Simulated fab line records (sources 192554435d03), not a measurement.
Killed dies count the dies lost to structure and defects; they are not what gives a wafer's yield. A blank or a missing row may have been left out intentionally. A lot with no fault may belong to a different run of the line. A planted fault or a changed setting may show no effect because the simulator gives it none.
Chamber matching -- flow n5Finfet -- N5_BEOL_M6_STRIP_67 on rieDiel-04 has 4 sister chambers
The step strips in CF4. 27 wafers are shown with their chamber, then 12 later ones without.

== WAFERS, EACH WITH ITS CHAMBER ==
wafer,chamber,drypumpMotorCurrentA (A),showerheadPlenumPTorr (Torr),throttleValvePct (%)
L074.2,2,6.4,1.71,13.59
L074.3,0,6.2,1.74,13.56
L074.4,3,5.6,1.80,13.95
L077.2,3,5.7,1.80,13.98
L077.5,0,6.1,1.74,13.59
L077.6,3,5.6,1.80,13.98
L079.3,0,6.2,1.74,13.59
L079.5,2,6.4,1.71,13.63
L079.6,1,5.4,1.81,13.55
L083.4,2,6.3,1.71,13.64
L083.5,0,6.1,1.74,13.60
L083.6,3,5.6,1.79,14.01
L082.1,2,6.3,1.71,13.66
L082.2,3,5.7,1.79,14.01
L082.4,0,6.1,1.74,13.60
L086.1,1,5.4,1.80,13.57
L086.2,2,6.4,1.70,13.69
L086.4,3,5.7,1.79,14.03
L087.2,2,6.4,1.70,13.67
L087.3,0,6.1,1.74,13.64
L087.6,1,5.4,1.80,13.60
L088.1,2,6.4,1.70,13.68
L088.2,3,5.6,1.79,14.05
L088.4,0,6.1,1.73,13.64
L091.1,1,5.4,1.80,13.60
L091.3,0,6.1,1.73,13.64
L091.4,2,6.4,1.70,13.67

SIGNATURES (means of the wafers above)
reading,chamber 0,chamber 1,chamber 2,chamber 3,scatter within a chamber
drypumpMotorCurrentA,6.125,5.400,6.375,5.643,0.0453
showerheadPlenumPTorr,1.7375,1.8025,1.7050,1.7943,0.00509
throttleValvePct,13.6075,13.5800,13.6538,14.0014,0.0311
Rule: distance of a wafer from a chamber = root of the sum over the readings of ((wafer's reading minus chamber's mean) / reading's scatter) squared. The wafer belongs to the nearest chamber; if the next one is less than 2 further off, it can't be placed. How the scatter is found: for the shown wafers, subtract from each reading the mean of its chamber, square and add these, divide the total by (wafers less chambers), then take the root.

== WAFERS WITH NO CHAMBER GIVEN ==
wafer,drypumpMotorCurrentA (A),showerheadPlenumPTorr (Torr),throttleValvePct (%)
L089.1,6.1,1.73,13.63
L089.4,6.4,1.70,13.69
L089.6,5.4,1.80,13.60
L092.2,5.7,1.79,14.07
L092.4,5.4,1.80,13.60
L092.6,6.3,1.70,13.69
L094.2,6.4,1.70,13.71
L094.3,5.6,1.79,14.06
L094.5,6.4,1.70,13.68
L097.2,6.1,1.73,13.70
L097.3,6.4,1.70,13.72
L097.6,5.4,1.80,13.62

== THE CHAMBER EACH PASSED THROUGH ==
wafer,from the rows above,in truth
L089.1,0,0
L089.4,2,2
L089.6,1,1
L092.2,3,3
L092.4,1,1
L092.6,2,2
L094.2,2,2
L094.3,3,3
L094.5,2,2
L097.2,0,0
L097.3,2,2
L097.6,1,1
Placed correctly: 12 of 12. From these rows, 0 cannot be placed. 0 placed wrongly.
